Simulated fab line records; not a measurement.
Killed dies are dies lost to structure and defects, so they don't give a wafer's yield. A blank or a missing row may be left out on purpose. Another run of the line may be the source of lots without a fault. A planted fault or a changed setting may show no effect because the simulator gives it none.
fab line records	flow n5_finfet
[record] lots = 7	wafers = 21
route steps=1938 shown HKMG_FIN@424 MOL_CONTACT_COAG@531 BEOL_M0_SAQP@672 BEOL_M0_CUTY@711 BEOL_M0@715 BEOL_M1@758 BEOL_M2@841
start_h: hours from the record's opening day to when the first of the lot's shown wafers began	wait_h: time in hours since the lot's previous step	" identical to the entry in the row above	L1.1+2: one row covering several wafers at once	- value missing, or start not given	* or withheld: withheld	< > ~ a bound
route shown NAME@n: a module of which the file shows steps, and the number in the route of the first	usual: mean/standard deviation of fault-free wafers	same: alike in all rows	chamber/n: place in a boat	sites: per-site readings	_std_site: the values' standard deviation	_edge_site: the outer-site mean with the inner-site mean subtracted	radius_mm: how far each site lies from the wafer's centre	mask NAME#n: copy n	behind: the most recent tool/chamber to have shaped the wafer	hold: why the lot went on hold/how many hours it stayed there/how the hold came to an end	device: the n, p or np transistor that did not switch	end of line: the tests these same wafers got at the end of their route	step lacking rows: just its recipe	killed: the dies lost at the first sort to structure and to defects; this is not the yield of the wafer	map: dies across one wafer; x = killed, . = not, _ = none there
set.NAME: setting as actually run; set.NAME@STEP: the setting as run at that earlier step	model.NAME: the simulator's own value behind a step, which no gauge read
lots whose settings were changed on purpose; a table a step, a row a wafer
[[steps]]
[step N5_HKMG_FIN_COAT_06]
[recipe] resist = CAR-ArF	spin_rpm = 1500	resist_thk_nm = 90
lot.wafer	tool	chamber	start_h	wait_h	set.spin_rpm	model.CAR-ArF_of_HKMG_FIN_COAT_06.thk_nm
L074.1	litho_track-01	0	-	-	1500	89.8
L074.4	"	0	"	"	1500	90.2
L074.5	"	0	"	"	1572	88.2
L075.3+5	litho_track-01	0	-	-	1500	90.4
L075.4	"	0	"	"	1500	90.2
L085.2+4	litho_track-01	0	-	-	1422	92.6
L085.3	"	0	"	"	1500	90.2
L086.2	litho_track-02	0	-	-	1500	90
L086.3	"	0	"	"	1371	94.4
L086.4	"	0	"	"	1500	90.4
L089.2+5	litho_track-05	0	-	-	1657	86.2
L089.4	"	0	"	"	1500	90.6
L095.3	litho_track-05	0	-	-	1500	90.2
L095.4+5	"	0	"	"	1500	90
L096.3	litho_track-05	0	-	-	1500	90
L096.5	"	0	"	"	1420	92
L096.6	"	0	"	"	1420	92.6
[step N5_HKMG_FIN_EXPOSE_09]
[recipe] mask_id = NWFM	na = 1.35	source_shape = conventional	sigma_outer = 0.8	polarization = unpolarized	dose_mj = 39.25
lot.wafer	tool	chamber	start_h	wait_h	mask	set.dose_mj
L074.1	arfi_scanner-03	0	75.42	-	NWFM#0	39.25
L074.4+5	"	0	"	"	NWFM#0	37.72
L075.3+4+5	arfi_scanner-02	0	85.80	-	NWFM#0	39.25
L085.2+3+4	arfi_scanner-01	0	144.75	-	NWFM#0	39.25
L086.2	arfi_scanner-01	0	148.93	-	NWFM#0	39.25
L086.3+4	"	0	"	"	NWFM#0	38.11
L089.2+4+5	arfi_scanner-01	0	166.88	-	NWFM#0	39.25
L095.3+5	arfi_scanner-03	0	201.76	-	NWFM#0	39.25
L095.4	"	0	"	"	NWFM#0	40.24
L096.3+5+6	arfi_scanner-01	0	206.86	-	NWFM#0	39.25
[step N5_HKMG_FIN_PEB_10]
[recipe] peb_temp_c = withheld	peb_time_s = 60	resist = CAR-ArF
[step N5_HKMG_FIN_DEVELOP_11]
[recipe] develop_time_s = 30	developer = TMAH	resist = CAR-ArF	dev_temp_c = 23	rinse_liquid = diw	dry = air_spin
lot.wafer	tool	chamber	start_h	wait_h	set.spin_rpm@HKMG_FIN_COAT_06	model.CAR-ArF_of_HKMG_FIN_COAT_06.thk_nm
L074.1	litho_track-02	0	-	-	1500	88.2
L074.4	"	0	"	"	1500	88.4
L074.5	"	0	"	"	1572	86.4
L075.3	litho_track-05	0	-	-	1500	88.6
L075.4	"	0	"	"	1500	88.4
L075.5	"	0	"	"	1500	88.8
L085.2+4	litho_track-01	0	-	-	1422	90.8
L085.3	"	0	"	"	1500	88.6
L086.2	litho_track-01	0	-	-	1500	88.4
L086.3	"	0	"	"	1371	92.6
L086.4	"	0	"	"	1500	88.6
L089.2	litho_track-02	0	-	-	1657	84.4
L089.4	"	0	"	"	1500	88.8
L089.5	"	0	"	"	1657	84.6
L095.3+4+5	litho_track-02	0	-	-	1500	88.4
L096.3	litho_track-02	0	-	-	1500	88.2
L096.5	"	0	"	"	1420	90.2
L096.6	"	0	"	"	1420	90.8
[step N5_MOL_CONTACT_COAG_ETCH_105]
[recipe] chemistry = CF4	target = SiARC	target_depth_a = 156	mask_material = CAR-EUV	time_s = 26	ion_energy_ev = 80	pressure_mtorr = 40	source_w = 545	bias_w = 36	Ar_flow_sccm = 100	cf4_flow_sccm = 100	ends = cleared
[usual] rf_vpp_V = 184.1/1.2
lot.wafer	tool	chamber	start_h	wait_h	set.bias_w	rf_vpp_V
L074.1	rie_diel-03	0	89.77	0.0	36	185.8
L074.4	"	2	"	"	36	183.0
L074.5	"	2	"	"	36	184.1
L075.3	rie_diel-03	1	99.06	0.0	36	184.9
L075.4	"	0	"	"	36	183.1
L075.5	"	3	"	"	36	183.6
L085.2	rie_diel-03	0	157.66	0.0	38.2	192.4
L085.3	"	1	"	"	36	184.3
L085.4	"	2	"	"	36	181.7
L086.2	rie_diel-06	1	161.75	0.0	31.68	171.2
L086.3	"	0	"	"	31.68	171.4
L086.4	"	2	"	"	36	184.5
L089.2	rie_diel-04	3	180.13	0.0	33.94	176.3
L089.4	"	0	"	"	36	181.8
L089.5	"	0	"	"	33.94	177.0
L095.3	rie_diel-06	3	214.59	0.0	34.06	178.7
L095.4	"	3	"	"	36	186.2
L095.5	"	1	"	"	34.06	178.5
L096.3	rie_diel-03	0	220.35	0.0	36	184.6
L096.5	"	0	"	"	33.55	177.7
L096.6	"	1	"	"	36	184.5
[step N5_MOL_CONTACT_COAG_CONTACT_ETCH_14]
[recipe] chemistry = C4F6/O2	target = SiO2	target_depth_a = 275	overetch_a = 85	mask_material = SOC	pressure_mtorr = 30	source_w = 370	bias_w = 185	Ar_flow_sccm = 300	C4F6_flow_sccm = 16	O2_flow_sccm = 10	time_s = 20	ion_energy_ev = 259.6
[usual] rf_vpp_V = 693/3.4
lot.wafer	tool	chamber	start_h	wait_h	set.source_w	rf_vpp_V
L074.1	rie_diel-03	0	89.90	0.0	370	697
L074.4	"	2	"	"	370	688
L074.5	"	2	"	"	370	692
L075.3	rie_diel-03	1	99.19	0.0	370	695
L075.4	"	0	"	"	370	697
L075.5	"	3	"	"	370	690
L085.2	rie_diel-03	0	157.79	0.0	347.7	710
L085.3	"	1	"	"	370	693
L085.4	"	2	"	"	347.7	710
L086.2	rie_diel-06	1	161.88	0.0	370	699
L086.3	"	0	"	"	370	694
L086.4	"	2	"	"	370	694
L089.2	rie_diel-04	3	180.26	0.0	404.5	668
L089.4	"	0	"	"	370	690
L089.5	"	0	"	"	404.5	672
L095.3	rie_diel-06	3	214.72	0.0	370	698
L095.4	"	3	"	"	370	699
L095.5	"	1	"	"	370	698
L096.3	rie_diel-03	0	220.47	0.0	370	697
L096.5	"	0	"	"	370	696
L096.6	"	1	"	"	370	695
[step N5_MOL_CONTACT_COAG_ALD_27]
[recipe] material = SiOC	target_thk_a = 170	temp_c = 400	ald_precursor_family = carbosiloxane	ald_co_reactant = H2-plasma	pulse_time_s = 1.5	time_s = 2720	purge_time_s = 2	co_reactant_purge_time_s = 2	ald_cycles = 340	pressure_torr = 2
lot.wafer	tool	chamber	start_h	wait_h	set.ald_cycles	model.SiOC_of_MOL_CONTACT_COAG_ALD_27.thk_nm
L074.1	ald_sin-01	3	100.05	2.7	290	14.6
L074.4	"	2	"	"	340	17
L074.5	"	0	"	"	290	14.4
L075.3+4+5	ald_sin-01	1,3,2	105.11	0.2	340	17
L085.2+3+4	ald_sin-01	1,0,2	165.87	0.0	367	18.4
L086.2+4	ald_sin-03	3,0	168.56	0.0	340	17
L086.3	"	1	"	"	390	19.4
L089.2	ald_sin-01	1	188.01	0.0	340	17
L089.4	"	3	"	"	386	19.2
L089.5	"	1	"	"	386	19.4
L095.3	ald_sin-03	3	221.22	0.1	366	18.4
L095.4	"	0	"	"	340	17
L095.5	"	1	"	"	366	18.2
L096.3+5	ald_sin-03	1	226.10	0.0	340	17
L096.6	"	0	"	"	340	17.2
[step N5_BEOL_M0_SAQP_ETCH_106]
[recipe] chemistry = N2/H2	target = SOC	target_depth_a = 1500	stop_on = SiNx	ion_energy_ev = 100	bias_w = 61	pressure_mtorr = 30	source_w = 850	n2_flow_sccm = 200	h2_flow_sccm = 200
lot.wafer	tool	chamber	start_h	wait_h	set.target_depth_a	model.SOC_of_BEOL_M0_SAQP_COAT_105.thk_nm
L074.1	rie_diel-05	3	114.01	-	1674	13.2
L074.4	"	3	"	"	1500	23.2
L074.5	"	0	"	"	1500	26
L075.3	rie_diel-02	2	120.65	-	1500	26.2
L075.4	"	1	"	"	1500	25.2
L075.5	"	1	"	"	1500	24.8
L085.2	rie_diel-05	1	181.55	-	1500	24.2
L085.3	"	0	"	"	1500	27.4
L085.4	"	3	"	"	1500	25
L086.2	rie_diel-02	3	183.91	-	1393	27.2
L086.3	"	0	"	"	1500	27.2
L086.4	"	1	"	"	1500	24
L089.2+5	rie_diel-02	1	203.57	-	1500	24.2
L089.4	"	0	"	"	1500	27
L095.3	rie_diel-05	0	238.08	-	1325	35.6
L095.4	"	1	"	"	1500	23.6
L095.5	"	0	"	"	1500	27
L096.3+5	rie_diel-05	0	241.32	-	1500	26.4
L096.6	"	2	"	"	1500	22.2
[step N5_BEOL_M0_SAQP_SPACER2_ALD_26]
[recipe] material = SiO2	target_thk_a = 150	temp_c = 300	ald_precursor_family = BDEAS	ald_co_reactant = O2-plasma	pulse_time_s = 1	purge_time_s = 2	co_reactant_purge_time_s = 2	pressure_torr = 2
lot.wafer	tool	chamber	start_h	wait_h	set.target_thk_a	model.SiO2_of_BEOL_M0_SAQP_SPACER2_ALD_26.thk_nm
L074.1+4+5	ald_sin-03	0,3,3	114.32	0.1	150	15
L075.3	ald_sin-04	2	121.52	0.6	150	14.8
L075.4+5	"	0	"	"	150	15
L085.2+4	ald_sin-03	1,2	182.00	0.3	132.9	13.4
L085.3	"	0	"	"	150	15
L086.2	ald_sin-02	2	184.21	0.1	150	15
L086.3+4	"	1,0	"	"	164.4	16.4
L089.2+5	ald_sin-03	3,0	203.88	0.1	136.2	13.6
L089.4	"	2	"	"	150	15
L095.3+5	ald_sin-04	1,0	238.39	0.1	150	15
L095.4	"	3	"	"	136.2	13.6
L096.3+5	ald_sin-03	1,2	241.62	0.1	150	15
L096.6	"	1	"	"	150	14.8
[step N5_BEOL_M0_SAQP_SPACER2_ETCHBACK_27]
[recipe] chemistry = CHF3/O2	mode = anisotropic_etchback	target = SiO2	target_depth_a = 225	time_s = 11.25	pressure_mtorr = 30	source_w = 650	bias_w = 170	Ar_flow_sccm = 200	CHF3_flow_sccm = 50	O2_flow_sccm = 5	ion_energy_ev = 200
[step N5_BEOL_M0_SAQP_MANDREL2_REMOVE_110]
[recipe] chemistry = HBr/Cl2/O2	bt_time_s = 10	target = a-Si	stop_on = SiCN	endpoint = OES-SiCl	over_etch_frac = 1	icp_w = 600	bias_w = 30	HBr_flow_sccm = 150	Cl2_flow_sccm = 80	O2_flow_sccm = 5	pressure_mtorr = 10
lot.wafer	tool	chamber	start_h	wait_h	set.target_thk_a@BEOL_M0_SAQP_SPACER2_ALD_26	model.BEOL_M0_SAQP.cd_nm
L074.1+4	rie_si-04	2,0	114.95	0.1	150	15
L074.5	"	3	"	"	150	14.8
L075.3	rie_si-04	1	122.16	0.1	150	14.8
L075.4+5	"	3,0	"	"	150	15
L085.2	rie_si-04	1	182.64	0.1	132.9	13.4
L085.3	"	2	"	"	150	15
L085.4	"	2	"	"	132.9	13.2
L086.2	rie_si-04	1	184.85	0.1	150	15
L086.3	"	3	"	"	164.4	16.2
L086.4	"	1	"	"	164.4	16.4
L089.2+5	rie_si-04	2,0	204.52	0.1	136.2	13.6
L089.4	"	1	"	"	150	15
L095.3+5	rie_si-04	0,3	239.09	0.1	150	15
L095.4	"	3	"	"	136.2	13.4
L096.3+5	rie_si-03	1,2	242.27	0.1	150	15
L096.6	"	3	"	"	150	14.8
[step N5_BEOL_M0_SAQP_CD_MEAS_29]
[recipe] target_cd_nm = 14.4	landing_energy_ev = 1000	detector = se_inlens
[usual] cd_nm = 14.96/0.23
lot.wafer	tool	chamber	start_h	wait_h	set.target_thk_a@BEOL_M0_SAQP_SPACER2_ALD_26	cd_nm
L074.1	cd_sem-03	0	115.06	0.1	150	14.74
L074.4	"	0	"	"	150	15.34
L074.5	"	0	"	"	150	14.81
L075.3	cd_sem-02	0	122.27	0.1	150	14.98
L075.4	"	0	"	"	150	14.96
L075.5	"	0	"	"	150	14.96
L085.2	cd_sem-03	0	182.75	0.1	132.9	13.08
L085.3	"	0	"	"	150	14.73
L085.4	"	0	"	"	132.9	13.16
L086.2	cd_sem-01	0	184.96	0.1	150	15.17
L086.3	"	0	"	"	164.4	16.37
L086.4	"	0	"	"	164.4	16.68
L089.2	cd_sem-03	0	204.63	0.1	136.2	14.01
L089.4	"	0	"	"	150	15.33
L089.5	"	0	"	"	136.2	13.55
L095.3	cd_sem-02	0	239.20	0.1	150	14.94
L095.4	"	0	"	"	136.2	13.48
L095.5	"	0	"	"	150	15.04
L096.3	cd_sem-03	0	242.38	0.1	150	14.65
L096.5	"	0	"	"	150	15.08
L096.6	"	0	"	"	150	14.87
[step N5_BEOL_M0_SAQP_COAT_69]
[recipe] resist = SOC	temp_c = 250	time_s = 60	spin_rpm = 1500	resist_thk_nm = 90
[step N5_BEOL_M0_SAQP_COAT_72]
[recipe] resist = SiARC	temp_c = 220	time_s = 60	spin_rpm = 1500	resist_thk_nm = 15
[step N5_BEOL_M0_CUTY_DESCUM_61]
[recipe] chemistry = O2	time_s = 7.9	source_power_w = 50	bias_power_w = 20	pressure_mtorr = 20	rf_frequency_hz = 2.712e+07	temp_c = 40	resist = CAR-ArF-block	o2_flow_sccm = 225
[step N5_BEOL_M0_CUTY_ETCH_62]
[recipe] chemistry = CF4	target = SiARC	mask_material = CAR-ArF-block	time_s = 58.5	ion_energy_ev = 80	pressure_mtorr = 40	source_w = 545	bias_w = 36	Ar_flow_sccm = 100	cf4_flow_sccm = 100	ends = cleared
[step N5_BEOL_M0_CUTY_ETCH_63]
[recipe] chemistry = N2/H2	target = SOC	target_depth_a = 827	overetch_a = 165	mask_material = SiARC	temp_c = 40	ion_energy_ev = 200	time_s = 124	pressure_mtorr = 30	source_w = 840	bias_w = 150	n2_flow_sccm = 200	h2_flow_sccm = 200
lot.wafer	tool	chamber	start_h	wait_h	set.target_thk_a@BEOL_M0_SAQP_SPACER2_ALD_26	model.SiO2_of_BEOL_M0_SAQP_SPACER2_ALD_26.thk_nm
L074.1+4+5	rie_diel-03	0,3,3	117.22	0.0	150	7
L075.3	rie_diel-06	1	124.17	0.0	150	6.8
L075.4+5	"	3,1	"	"	150	7
L085.2+4	rie_diel-03	1,0	184.97	0.0	132.9	5.4
L085.3	"	2	"	"	150	7.2
L086.2	rie_diel-03	0	187.16	0.0	150	7
L086.3+4	"	3,2	"	"	164.4	8.6
L089.2	rie_diel-04	0	207.56	0.0	136.2	5.8
L089.4	"	2	"	"	150	7.2
L089.5	"	0	"	"	136.2	5.6
L095.3+5	rie_diel-04	3,2	241.12	0.0	150	7.2
L095.4	"	2	"	"	136.2	5.8
L096.3+6	rie_diel-04	0,2	244.33	0.0	150	7
L096.5	"	3	"	"	150	7.2
[step N5_BEOL_M0_CUTY_STRIP_64]
[recipe] chemistry = N2/H2	temp_c = 40	n2_flow_sccm = 200	h2_flow_sccm = 200	rf_frequency_hz = 6e+07
[step N5_BEOL_M0_ETCH_138]
[recipe] chemistry = CH3F/O2	target_depth_a = 120	target = SiCN	time_s = 31.6	ion_energy_ev = 120	pressure_mtorr = 30	source_w = 395	bias_w = 75	Ar_flow_sccm = 150	CH3F_flow_sccm = 30	O2_flow_sccm = 20	ends = cleared
[step N5_BEOL_M0_HM_OPEN_105]
[recipe] chemistry = Cl2/BCl3	target_depth_a = 120	target = TiN	ion_energy_ev = 150	pressure_mtorr = 10	icp_w = 1000	bias_w = 126	Cl2_flow_sccm = 53.25	bcl3_flow_sccm = 21.75	Ar_flow_sccm = 25
lot.wafer	tool	chamber	start_h	wait_h	set.target_thk_a@BEOL_M0_SAQP_SPACER2_ALD_26	model.SiO2_of_BEOL_M0_SAQP_SPACER2_ALD_26.thk_nm
L074.1+5	rie_metal-03	1,0	121.07	3.7	150	2.6
L074.4	"	0	"	"	150	2.8
L075.3	rie_metal-03	0	125.50	1.2	150	2.6
L075.4	"	1	"	"	150	2.4
L075.5	"	0	"	"	150	2.8
L085.2+4	rie_metal-03	0,1	185.33	0.2	132.9	1.6
L085.3	"	0	"	"	150	2.8
L086.2	rie_metal-03	0	191.58	4.3	150	2.8
L086.3	"	1	"	"	164.4	4
L086.4	"	0	"	"	164.4	4.2
L089.2	rie_metal-01	1	212.76	5.0	136.2	1.8
L089.4	"	0	"	"	150	2.8
L089.5	"	1	"	"	136.2	1.6
L095.3	rie_metal-02	1	246.21	4.9	150	2.8
L095.4	"	0	"	"	136.2	1.8
L095.5	"	1	"	"	150	3
L096.3	rie_metal-02	1	247.63	3.1	150	2.6
L096.5+6	"	0,1	"	"	150	2.8
[step N5_BEOL_M1_COAT_05]
[recipe] resist = CAR-EUV	spin_rpm = 1500	resist_thk_nm = 30
lot.wafer	tool	chamber	start_h	wait_h	set.spin_rpm	model.CAR-EUV_of_BEOL_M1_COAT_05.thk_nm
L074.1	litho_track-02	0	-	-	1500	30
L074.4+5	"	0	"	"	1444	30.6
L075.3+5	litho_track-05	0	-	-	1500	30
L075.4	"	0	"	"	1500	29.8
L085.2+3+4	litho_track-01	0	-	-	1500	30.2
L086.2+3+4	litho_track-05	0	-	-	1500	30
L089.2	litho_track-01	0	-	-	1500	29.8
L089.4+5	"	0	"	"	1500	30
L095.3+4	litho_track-02	0	-	-	1500	30
L095.5	"	0	"	"	1655	28.4
L096.3	litho_track-02	0	-	-	1500	30
L096.5+6	"	0	"	"	1544	29.6
[step N5_BEOL_M1_EBR_07]
[recipe] solvent = PGMEA	ebr_width_mm = 1.5
[step N5_BEOL_M1_SOFTBAKE_06]
[recipe] temp_c = 110	time_s = 60	resist = CAR-EUV
[step N5_BEOL_M1_EXPOSE_08]
[recipe] mask_id = M1	na = 0.33	source_shape = dipole	sigma_inner = 0.369	sigma_outer = 0.767	polarization = unpolarized	dose_mj = 33
[step N5_BEOL_M1_PEB_09]
[recipe] peb_temp_c = 100	peb_time_s = 60	resist = CAR-EUV
[step N5_BEOL_M1_DEVELOP_10]
[recipe] develop_time_s = 30	developer = TMAH	resist = CAR-EUV	rinse_liquid = surfactant_rinse	dry = air_spin	dev_temp_c = 23
lot.wafer	tool	chamber	start_h	wait_h	set.spin_rpm@BEOL_M1_COAT_05	model.CAR-EUV_of_BEOL_M1_COAT_05.thk_nm
L074.1	litho_track-05	0	-	-	1500	29.6
L074.4	"	0	"	"	1444	30
L074.5	"	0	"	"	1444	30.2
L075.3	litho_track-05	0	-	-	1500	29.6
L075.4+5	"	0	"	"	1500	29.4
L085.2	litho_track-05	0	-	-	1500	29.6
L085.3+4	"	0	"	"	1500	29.8
L086.2	litho_track-02	0	-	-	1500	29.6
L086.3+4	"	0	"	"	1500	29.4
L089.2	litho_track-02	0	-	-	1500	29.4
L089.4+5	"	0	"	"	1500	29.6
L095.3+4	litho_track-02	0	-	-	1500	29.4
L095.5	"	0	"	"	1655	28
L096.3	litho_track-02	0	-	-	1500	29.6
L096.5	"	0	"	"	1544	29
L096.6	"	0	"	"	1544	29.2
[step N5_BEOL_M1_ETCH_64]
[recipe] chemistry = N2/H2	target = SOC	target_depth_a = 750	overetch_a = 150	mask_material = SiARC	temp_c = 40	time_s = 112.5	ion_energy_ev = 200	pressure_mtorr = 30	source_w = 840	bias_w = 150	n2_flow_sccm = 200	h2_flow_sccm = 200
[usual] rf_vpp_V = 525.5/2.2
lot.wafer	tool	chamber	start_h	wait_h	set.bias_w	rf_vpp_V	model.SiARC_of_BEOL_M1_COAT_62.thk_nm
L074.1	rie_diel-01	0	126.69	0.0	150	525.5	6.6
L074.4	"	2	"	"	150	520.4	6.8
L074.5	"	2	"	"	126.1	466.3	8
L075.3	rie_diel-02	2	131.57	0.0	150	522.6	7
L075.4	"	3	"	"	150	528.9	6.8
L075.5	"	1	"	"	150	525.1	6.8
L085.2	rie_diel-01	0	192.93	0.0	150	524.5	6.6
L085.3	"	3	"	"	123.2	464.4	7.8
L085.4	"	0	"	"	123.2	462.6	7.8
L086.2	rie_diel-01	2	199.73	0.0	150	529.1	6.6
L086.3	"	3	"	"	150	523.5	6.8
L086.4	"	3	"	"	150	525.1	6.8
L089.2	rie_diel-02	0	220.19	0.0	150	527.6	7
L089.4	"	0	"	"	150	526.5	7
L089.5	"	2	"	"	150	522.5	7
L095.3	rie_diel-02	2	252.52	0.0	150	522.0	7
L095.4	"	1	"	"	139.5	501.9	7.2
L095.5	"	2	"	"	150	522.1	7
L096.3	rie_diel-02	0	253.35	0.0	150	526.2	7
L096.5	"	1	"	"	150	525.9	6.8
L096.6	"	2	"	"	150	521.9	7
[step N5_BEOL_M2_ILD_DEP_00]
[recipe] material = SiOC	target_thk_a = 790	temp_c = 350	precursor = DEMS/O2	pressure_torr = 5	rf_w = 500	time_s = 15.3
lot.wafer	tool	chamber	start_h	wait_h	set.time_s	model.SiOC_of_BEOL_M2_ILD_DEP_00.thk_nm
L074.1	pecvd-03	2	134.76	0.0	15.3	79.2
L074.4	"	2	"	"	15.3	80.4
L074.5	"	0	"	"	15.3	80.2
L075.3	pecvd-02	1	138.50	0.0	15.3	77.6
L075.4	"	2	"	"	15.3	79.4
L075.5	"	1	"	"	15.3	78.8
L085.2	pecvd-03	2	216.33	0.0	13.45	68
L085.3	"	1	"	"	13.45	69.4
L085.4	"	1	"	"	15.3	80.4
L086.2	pecvd-03	0	225.08	0.0	15.3	78.2
L086.3	"	1	"	"	15.3	79.4
L086.4	"	2	"	"	17.07	88.2
L089.2	pecvd-03	2	228.16	0.0	15.3	78.4
L089.4	"	1	"	"	15.3	80.4
L089.5	"	0	"	"	15.3	79.2
L095.3	pecvd-03	1	260.81	0.0	15.3	78.6
L095.4	"	1	"	"	17.58	91.8
L095.5	"	0	"	"	15.3	78.8
L096.3	pecvd-04	1	264.05	0.0	14.57	74.6
L096.5	"	2	"	"	14.57	76.2
L096.6	"	0	"	"	15.3	79.4
[step N5_BEOL_M2_THK_MEAS_01]
[recipe] reads = SiOC_of_BEOL_M2_ILD_DEP_00
[usual] M2_ILD_THK = 79.0/1
lot.wafer	tool	chamber	start_h	wait_h	set.time_s@BEOL_M2_ILD_DEP_00	M2_ILD_THK[nm]
L074.1	film_metro-02	-	134.82	0.0	15.3	79.1
L074.4	"	-	"	"	15.3	80.4
L074.5	"	-	"	"	15.3	80.1
L075.3	film_metro-01	-	138.57	0.1	15.3	77.6
L075.4	"	-	"	"	15.3	79.4
L075.5	"	-	"	"	15.3	78.8
L085.2	film_metro-02	-	216.41	0.1	13.45	68.0
L085.3	"	-	"	"	13.45	69.4
L085.4	"	-	"	"	15.3	80.4
L086.2	film_metro-01	-	225.15	0.1	15.3	78.3
L086.3	"	-	"	"	15.3	79.4
L086.4	"	-	"	"	17.07	88.2
L089.2	film_metro-01	-	228.23	0.1	15.3	78.3
L089.4	"	-	"	"	15.3	80.3
L089.5	"	-	"	"	15.3	79.3
L095.3	film_metro-01	-	260.88	0.1	15.3	78.7
L095.4	"	-	"	"	17.58	91.7
L095.5	"	-	"	"	15.3	78.8
L096.3	film_metro-02	-	264.12	0.1	14.57	74.6
L096.5	"	-	"	"	14.57	76.2
L096.6	"	-	"	"	15.3	79.3
[[key]]
[split] step = N5_HKMG_FIN_COAT_06	setting = spin_rpm	stated = 1500	by = wafer
[response] step = N5_HKMG_FIN_COAT_06	reading = model.CAR-ArF_of_HKMG_FIN_COAT_06.thk_nm	change = -0.441	per = 1%	r = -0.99
[response] step = N5_HKMG_FIN_DEVELOP_11	reading = model.CAR-ArF_of_HKMG_FIN_COAT_06.thk_nm	change = -0.432	per = 1%	r = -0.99
[split] step = N5_HKMG_FIN_EXPOSE_09	setting = dose_mj	stated = 39.25	by = wafer
response none clear
[split] step = N5_MOL_CONTACT_COAG_ETCH_105	setting = bias_w	stated = 36	by = wafer
[response] step = N5_MOL_CONTACT_COAG_ETCH_105	reading = rf_vpp_V	change = +1.15	per = 1%	r = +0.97
[split] step = N5_MOL_CONTACT_COAG_CONTACT_ETCH_14	setting = source_w	stated = 370	by = wafer
[response] step = N5_MOL_CONTACT_COAG_CONTACT_ETCH_14	reading = rf_vpp_V	change = -2.35	per = 1%	r = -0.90
[split] step = N5_MOL_CONTACT_COAG_ALD_27	setting = ald_cycles	stated = 340	by = wafer
[response] step = N5_MOL_CONTACT_COAG_ALD_27	reading = model.SiOC_of_MOL_CONTACT_COAG_ALD_27.thk_nm	change = +0.168	per = 1%	r = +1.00
[split] step = N5_BEOL_M0_SAQP_ETCH_106	setting = target_depth_a	stated = 1500	by = wafer
[response] step = N5_BEOL_M0_SAQP_ETCH_106	reading = model.SOC_of_BEOL_M0_SAQP_COAT_105.thk_nm	change = -0.82	per = 1%	r = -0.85
[split] step = N5_BEOL_M0_SAQP_SPACER2_ALD_26	setting = target_thk_a	stated = 150	by = wafer
[response] step = N5_BEOL_M0_SAQP_SPACER2_ALD_26	reading = model.SiO2_of_BEOL_M0_SAQP_SPACER2_ALD_26.thk_nm	change = +0.147	per = 1%	r = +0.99
[response] step = N5_BEOL_M0_SAQP_MANDREL2_REMOVE_110	reading = model.BEOL_M0_SAQP.cd_nm	change = +0.152	per = 1%	r = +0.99
[response] step = N5_BEOL_M0_SAQP_CD_MEAS_29	reading = cd_nm	change = +0.152	per = 1%	r = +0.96
[response] step = N5_BEOL_M0_CUTY_ETCH_63	reading = model.SiO2_of_BEOL_M0_SAQP_SPACER2_ALD_26.thk_nm	change = +0.16	per = 1%	r = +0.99
[response] step = N5_BEOL_M0_HM_OPEN_105	reading = model.SiO2_of_BEOL_M0_SAQP_SPACER2_ALD_26.thk_nm	change = +0.119	per = 1%	r = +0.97
[split] step = N5_BEOL_M1_COAT_05	setting = spin_rpm	stated = 1500	by = wafer
[response] step = N5_BEOL_M1_COAT_05	reading = model.CAR-EUV_of_BEOL_M1_COAT_05.thk_nm	change = -0.154	per = 1%	r = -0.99
[response] step = N5_BEOL_M1_DEVELOP_10	reading = model.CAR-EUV_of_BEOL_M1_COAT_05.thk_nm	change = -0.138	per = 1%	r = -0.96
[split] step = N5_BEOL_M1_ETCH_64	setting = bias_w	stated = 150	by = wafer
[response] step = N5_BEOL_M1_ETCH_64	reading = rf_vpp_V	change = +3.43	per = 1%	r = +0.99
[response] step = N5_BEOL_M1_ETCH_64	reading = model.SiARC_of_BEOL_M1_COAT_62.thk_nm	change = -0.07	per = 1%	r = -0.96
[split] step = N5_BEOL_M2_ILD_DEP_00	setting = time_s	stated = 15.3	by = wafer
[response] step = N5_BEOL_M2_ILD_DEP_00	reading = model.SiOC_of_BEOL_M2_ILD_DEP_00.thk_nm	change = +0.885	per = 1%	r = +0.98
[response] step = N5_BEOL_M2_THK_MEAS_01	reading = M2_ILD_THK	change = +0.88	per = 1%	r = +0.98
